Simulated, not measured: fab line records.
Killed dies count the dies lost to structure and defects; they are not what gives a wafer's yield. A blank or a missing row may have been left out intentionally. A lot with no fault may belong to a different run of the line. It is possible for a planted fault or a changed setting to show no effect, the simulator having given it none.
Chamber matching	flow nand harc	NHARC_A_ZERO_WELL_ETCH_19 on rie diel-11: 4 sister chambers
The step etches the open film in N2/H2, target depth 80 nm, overetch 24 nm, time 87.88 s. 4 wafers are shown with their chamber, then 8 later ones without.

WAFERS WITH THEIR CHAMBER
wafer	chamber	rf vpp V (V)
L492.6	3	434
L500.1	2	433
L500.4	1	428
L501.1	0	427

WAFERS WITH NO CHAMBER GIVEN
wafer	rf vpp V (V)
L501.2	433
L501.6	433
L502.1	434
L502.2	428
L502.6	433
L513.4	426
L513.5	429
L513.6	425

CHAMBER TAKEN BY EACH
wafer	from the rows above	in truth
L501.2	can't be placed: 2 or 3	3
L501.6	can't be placed: 2 or 3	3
L502.1	can't be placed: 3 or 2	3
L502.2	can't be placed: 1 or 0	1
L502.6	can't be placed: 2 or 3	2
L513.4	can't be placed: 0 or 1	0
L513.5	can't be placed: 1 or 0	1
L513.6	can't be placed: 0 or 1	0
Correctly placed: 0 of 8. Can't be placed from these rows: 8 (the true chamber is among the candidates in 8). Wrongly placed: 0.
How it was worked out, from the rows above alone: a wafer's distance from a chamber is the root of the sum, over the readings, of the square of ((its reading less the chamber's mean) divided by the reading's scatter). If the next closest chamber is less than 2 further off than the closest, the wafer can't be placed; otherwise it belongs to the closest. The mean given for a chamber averages the wafers shown for that chamber. The scatter: root of mean squared gap, hidden wafer to nearest shown wafer, with one shown wafer a chamber.
